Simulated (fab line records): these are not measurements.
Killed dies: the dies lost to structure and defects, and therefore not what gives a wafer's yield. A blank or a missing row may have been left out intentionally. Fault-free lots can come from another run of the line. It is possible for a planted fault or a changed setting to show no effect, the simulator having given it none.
Chamber matching | flow nandHarc | 4 sister chambers for NHARC_A_BLC_ALD_23 on aldMetal-02
The step deposits TiN, target thk 3 nm, pulse time 1 s, ald cycles 150. 14 wafers are shown with their chamber, then 7 later ones without.

## WAFERS PAIRED WITH THEIR CHAMBERS
wafer  | chamber | heaterPowerW (W) | precursorPulseHeightRel
L268.1 | 1       | 945              | 1.001
L268.5 | 1       | 930              | 1.006
L268.6 | 0       | 1117             | 1.000
L270.1 | 2       | 1092             | 1.006
L270.2 | 0       | 1101             | 1.048
L270.3 | 1       | 926              | 1.036
L273.1 | 3       | 1177             | 0.993
L273.3 | 1       | 923              | 0.996
L273.6 | 1       | 948              | 1.002
L276.2 | 3       | 1218             | 1.013
L276.4 | 1       | 979              | 1.027
L276.6 | 3       | 1213             | 0.955
L280.3 | 3       | 1207             | 0.978
L280.4 | 0       | 1112             | 1.005

SIGNATURES (means of the wafers above)
reading                 | chamber 0 | chamber 1 | chamber 2 | chamber 3 | scatter within a chamber
heaterPowerW            | 1110.00   | 941.83    | 1092.00   | 1203.75   | 18.2
precursorPulseHeightRel | 1.01767   | 1.01133   | 1.00600   | 0.98475   | 0.0212
Rule: a wafer's distance from a chamber is the root of the sum, over the readings, of the square of ((its reading less the chamber's mean) divided by the reading's scatter). The wafer belongs to the nearest chamber; if the next one is less than 2 further off, it can't be placed. The scatter: the root of (the sum of the squares of (reading less its chamber's mean) over the shown wafers, divided by (wafers less chambers)).

## WAFERS WITH NO CHAMBER GIVEN
wafer  | heaterPowerW (W) | precursorPulseHeightRel
L280.6 | 929              | 1.006
L279.3 | 1123             | 1.012
L279.4 | 976              | 1.002
L279.5 | 1092             | 1.003
L287.3 | 1095             | 1.011
L287.4 | 1114             | 1.005
L287.6 | 968              | 0.986

## THE CHAMBER EACH PASSED THROUGH
wafer  | from the rows above     | in truth
L280.6 | 1                       | 1
L279.3 | can't be placed: 0 or 2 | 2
L279.4 | 1                       | 1
L279.5 | can't be placed: 2 or 0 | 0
L287.3 | can't be placed: 2 or 0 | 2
L287.4 | can't be placed: 0 or 2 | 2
L287.6 | 1                       | 1
Correctly placed: 3 of 7. These rows do not allow placing 4 (true chamber among the candidates in 4). Wrongly placed: 0.
